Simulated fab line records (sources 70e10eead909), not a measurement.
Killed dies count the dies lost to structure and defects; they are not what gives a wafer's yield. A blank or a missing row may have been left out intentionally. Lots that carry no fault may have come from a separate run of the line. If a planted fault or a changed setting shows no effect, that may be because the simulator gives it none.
A struck lot beside a sound one / flow nandHarc / 40 out of 1302 route steps
Sound: these wafers, L924.1, L924.2, L924.6. Struck: wafers L944.1, L944.3, L944.4. The cause is given at the end.
Each step with rows lists, per side, the tool, then ch with its chambers, then its first start. Under that, the readings that differ: sound wafers / struck wafers / difference of the means / sigmas: that difference in standard deviations of wafers without a fault.
alike: readings with means less than 2 such deviations apart, plus words and numbers identical on both sides. not compared: withheld readings, readings lacking a value on some wafer, bounds such as >300 that could conceal the same value, and numbers that have no deviation in the record and whose values overlap.
Wherever a step has rows on one side only, a row that says differs or no value, or a row with sigmas, the two part there. Numbers that have no deviation but don't overlap get no sigmas and don't part them. Lack of a reading on every wafer of one side parts them only where that side has two or more wafers.

NHARC_A_BLC_STRIP_29: strips in CF4.
  sound on rieDiel-04 ch 2,3, day 22 23:09; struck on rieDiel-04 ch 0,1,3, day 31 06:06
reading=oesProductAu (a.u.); sound=0.976 0.978 0.980; struck=1.005 0.989 1.013; difference=+0.024; sigmas=+2
  alike: drypumpMotorCurrentA, rfVppV, showerheadPlenumPTorr, throttleValvePct
  not compared: rfHoursCounterH
then, 2 steps without rows for these wafers: NHARC_A_BLC_STRIP_21 (strips in O2); NHARC_A_BLC_STRIP_22 (strips in post etch residue remover, time 600 s).
NHARC_A_BLC_DEGAS_30: time 60 s.
  sound: pvdSputter-01 at day 22 23:41; struck: pvdSputter-01 at day 31 06:38
  alike: heaterPowerW
then, 6 steps without rows for these wafers: NHARC_A_BLC_PRE_CLEAN_31 (time 15 s); NHARC_A_BLC_PVD_32 (deposits Ti, target thk 5 nm, time 17.7 s); NHARC_A_BLC_ALD_23 (deposits TiN, target thk 3 nm, pulse time 1 s, ald cycles 150); NHARC_A_BLC_CVD_24 (deposits W, target thk 150 nm, time 434 s); NHARC_A_BLC_CMP_25 (polishes, t overpolish 30 s, target thk 150 nm); NHARC_A_BLC_SRD_27.
NHARC_A_BLC_INSPECT_28:
  sound: defectInspect-01 at day 23 01:04; struck: defectInspect-01 at day 31 08:01
  alike: rawDefectCount
NHARC_A_M0_DEP_00: deposits SiOC, target thk 150 nm.
  sound on pecvd-04 ch 0,1,2, day 23 01:14; struck on pecvd-04 ch 0,1, day 31 08:07
  alike: rfFwdPowerW
then, 9 steps without rows for these wafers: NHARC_A_M0_DEHYDRATE_01 (time 120 s); NHARC_A_M0_HMDS_02 (time 30 s); NHARC_A_M0_COAT_33 (time 65 s); NHARC_A_M0_COAT_03 (resist thk 90 nm); NHARC_A_M0_SOFTBAKE_04 (time 55 s); NHARC_A_M0_EBR_05; NHARC_A_M0_EXPOSE_06 (exposes mask A M0, target cd 80 nm); NHARC_A_M0_PEB_07 (peb time 65 s); NHARC_A_M0_DEVELOP_08 (develop time 35 s).
NHARC_A_M0_CD_MEAS_09: the cd target is 80 nm.
  sound on cdSem-03 ch 0, day 23 02:04; struck on cdSem-02 ch 0, day 31 08:47
  alike: cdNm
NHARC_A_M0_OVL_MEAS_10: pitch 160 nm.
  sound: overlay-01 at day 23 02:09; struck: overlay-02 at day 31 08:52
  alike: overlayXNm, overlayYNm
NHARC_A_M0_INSPECT_11:
  sound: defectInspect-02 at day 23 02:11; struck: defectInspect-01 at day 31 08:55
  alike: rawDefectCount
then, 3 steps without rows for these wafers: NHARC_A_M0_DESCUM_14 (chemistry O2, time 3 s); NHARC_A_M0_ETCH_34 (etches the open film in N2/H2, target depth 40 nm, overetch 12 nm, time 43.94 s); NHARC_A_M0_ETCH_15 (etches the open film in C4F8/Ar, target depth 150 nm, overetch 15 nm, time 82.5 s).
NHARC_A_M0_CD_MEAS_16:
  sound: cdSem-01 at day 23 02:32; struck: cdSem-03 at day 31 09:46
  alike: cdNm
then, 3 steps without rows for these wafers: NHARC_A_M0_STRIP_18 (strips in N2/H2); NHARC_A_M0_STRIP_19 (strips in post etch residue remover, time 600 s); NHARC_A_M0_DEGAS_28 (time 60 s).
NHARC_A_M0_PRE_CLEAN_29: time 30 s.
  sound on pvdSputter-02; struck on pvdSputter-01
  alike: heaterPowerW
NHARC_A_M0_PVD_20: deposits TaN, target thk 5 nm, time 8.06 s.
  sound on pvdSputter-02; struck on pvdSputter-01
  alike: biasV, throttleValvePct
then, 3 steps without rows for these wafers: NHARC_A_M0_PVD_21 (deposits Cu, target thk 30 nm, time 20.49 s); NHARC_A_M0_ECD_22 (material Cu, target thk 400 nm); NHARC_A_M0_ANNEAL_30 (time 90 s).
NHARC_A_M0_CMP_23: polishes, t overpolish 20 s, target thk 113.75 nm.
  sound on cmp-02 ch 0,3, day 23 04:14; struck on cmp-04 ch 0,1,2, day 31 11:28
  alike: motorCurrentA, timeToEndpointS
next, for these wafers, 1 step has no rows: NHARC_A_M0_SRD_25.
NHARC_A_M0_INSPECT_27:
  sound: defectInspect-01 at day 23 04:43; struck: defectInspect-01 at day 31 11:57
  alike: rawDefectCount
NHARC_END_SORT_01:
  only the struck wafers appear in the record here, on prober-01 ch 0 at day 33 03:19; the sound ones have no rows

WHERE THEY PART
Earliest at NHARC_A_BLC_STRIP_29; latest, in this record, at NHARC_END_SORT_01.

WHY: whatever the simulator had introduced
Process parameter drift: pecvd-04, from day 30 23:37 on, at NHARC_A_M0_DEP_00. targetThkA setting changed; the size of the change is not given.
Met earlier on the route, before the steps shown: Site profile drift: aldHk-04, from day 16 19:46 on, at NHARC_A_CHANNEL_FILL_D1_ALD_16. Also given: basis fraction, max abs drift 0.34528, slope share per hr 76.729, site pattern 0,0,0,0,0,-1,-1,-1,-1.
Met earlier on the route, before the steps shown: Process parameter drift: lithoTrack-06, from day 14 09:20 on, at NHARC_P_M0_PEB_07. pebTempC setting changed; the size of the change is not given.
